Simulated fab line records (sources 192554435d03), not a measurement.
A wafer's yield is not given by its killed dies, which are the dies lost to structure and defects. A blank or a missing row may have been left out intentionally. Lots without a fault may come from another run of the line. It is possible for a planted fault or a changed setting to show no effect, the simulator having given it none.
3 desks, one fault | flow n5-finfet | what lay behind the numbers comes last; until then each desk has only its own

== AT THE TOOL OWNER'S DESK: vapor-etch-01 ==
The tool's own readings at N5_STI_FIN_REVEAL_RECESS_09 (chemistry HF/NH3, target SiO2, afs cycles 11, target depth 42.5 nm, sublimation time 60 s): means of the sampled wafers that have a number, for each lot that ran on this tool. A lot is out of limits, marked OUT, if its mean lies more than 4 standard deviations from the usual mean; the brackets give that distance.
Columns: A = drypump-motor-current-A at N5_STI_FIN_REVEAL_RECESS_09, usual 5.7 A; B = sublimation-temp-c at N5_STI_FIN_REVEAL_RECESS_09, usual 179.99 C; C = temp-c at N5_STI_FIN_REVEAL_RECESS_09, usual 30.01 C
lot  | first seen here | A   | B      | C
L610 | day 3 21:58     | 5.6 | 179.89 | 29.92
L612 | day 4 10:31     | 5.8 | 180.08 | 30.03
L613 | day 4 16:01     | 5.5 | 180.01 | 30.07
L615 | day 5 06:24     | 5.5 | 180.13 | 29.98
L620 | day 6 12:28     | 5.3 | 179.88 | 29.97
L622 | day 6 23:16     | 5.8 | 179.86 | 28.01 (-18) OUT
L624 | day 7 11:54     | 5.5 | 180.13 | 27.95 (-19) OUT
Finding of this desk: L622, L624 out of limits; the first was L622 at day 6 23:16, on temp-c at N5_STI_FIN_REVEAL_RECESS_09. Within limits: L610, L612, L613, L615, L620.

== THE DEFECT DESK ==
Per lot, the means of the sampled wafers with a number show what the inspections along the route counted. A lot is out of limits, marked OUT, if its mean lies more than 4 standard deviations from the usual mean; the brackets give that distance.
Columns: A = raw-defect-count at N5_FIN_CUT_INSPECT_17, usual 224
lot  | first seen here | A
L606 | day 2 16:43     | 212
L610 | day 3 15:56     | 215
L612 | day 4 04:35     | 159
L613 | day 4 10:05     | 186
L614 | day 4 15:42     | 239
L615 | day 4 23:40     | 237
L620 | day 6 06:25     | 145
L622 | day 6 16:15     | 278
L624 | day 7 05:33     | 162
This desk's verdict: no lot among the 9 shows anything out of limits.

== AT THE METROLOGY DESK ==
What the gauges read for every lot (on any tool): the sampled wafers with a number, averaged. A lot is out of limits, marked OUT, if its mean lies more than 4 standard deviations from the usual mean; the brackets give that distance. Shown are 7 of the 11 readings it has, namely the first that went out of limits plus those furthest out on some lot.
Columns: A = trench-depth-nm at N5_STI_FIN_REVEAL_FIN_H_MEAS_10, usual 51.8 nm; B = DIBL_N at N5_BEOL_M4_RC_MEAS_101, usual 36.3 mV/V; C = DIBL_P at N5_BEOL_M4_RC_MEAS_101, usual 36.3 mV/V; D = ION_N at N5_BEOL_M4_RC_MEAS_101, usual 672 uA/um; E = ION_P at N5_BEOL_M4_RC_MEAS_101, usual 459 uA/um; F = SS_N at N5_BEOL_M4_RC_MEAS_101, usual 71.6 mV/dec; G = VT_N at N5_BEOL_M4_RC_MEAS_101, usual 250 mV
lot  | first seen here | A               | B    | C    | D   | E   | F    | G
L606 | day 3 02:09     | 52.3            | 32.4 | 31.6 | 656 | 455 | 70.0 | 257
L610 | day 4 00:49     | 52.2            | 35.9 | 36.8 | 676 | 462 | 71.3 | 249
L612 | day 4 13:13     | 51.5            | 35.0 | 33.9 | 652 | 459 | 71.9 | 254
L613 | day 4 18:46     | 51.5            | 38.7 | 37.9 | 675 | 456 | 72.6 | 250
L614 | day 5 00:31     | 51.4            | 37.0 | 38.0 | 677 | 464 | 71.4 | 250
L615 | day 5 09:08     | 51.7            | 36.2 | 37.6 | 680 | 464 | 71.8 | 247
L620 | day 6 15:12     | 51.6            | 36.6 | 37.7 | 671 | 468 | 71.3 | 249
L622 | day 7 01:40     | 54.3            | 35.4 | 36.6 | 706 | 479 | 71.2 | 246
L624 | day 7 14:36     | 54.7 (+4.3) OUT | 34.2 | 34.2 | 712 | 479 | 71.2 | 248
Finding of this desk: L624 out of limits; the first was L624 at day 7 14:36, on trench-depth-nm at N5_STI_FIN_REVEAL_FIN_H_MEAS_10. Within limits: L606, L610, L612, L613, L614, L615, L620, L622.

== ALL TOGETHER ==
On L622, L624, at day 6 23:16, an alarm was possible from the tool owner's desk.
L624 would have let the metrology desk raise an alarm at day 7 14:36.
No out-of-limits result turned up at the defect desk.
The defect desk has L622, L624 on record, within its limits.
The metrology desk holds a record of L622, inside its limits.
The lots listed all ran N5_STI_FIN_REVEAL_RECESS_09 on vapor-etch-01.

== WHAT WAS PUT IN BY THE SIMULATOR ==
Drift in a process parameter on vapor-etch-01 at N5_STI_FIN_REVEAL_RECESS_09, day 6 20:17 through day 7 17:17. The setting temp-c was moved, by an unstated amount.
Shown lots that were struck: L622, L624.
Hours from the fault's start to each desk's first reading out of limits: the tool owner's desk, 3; the metrology desk, 18.
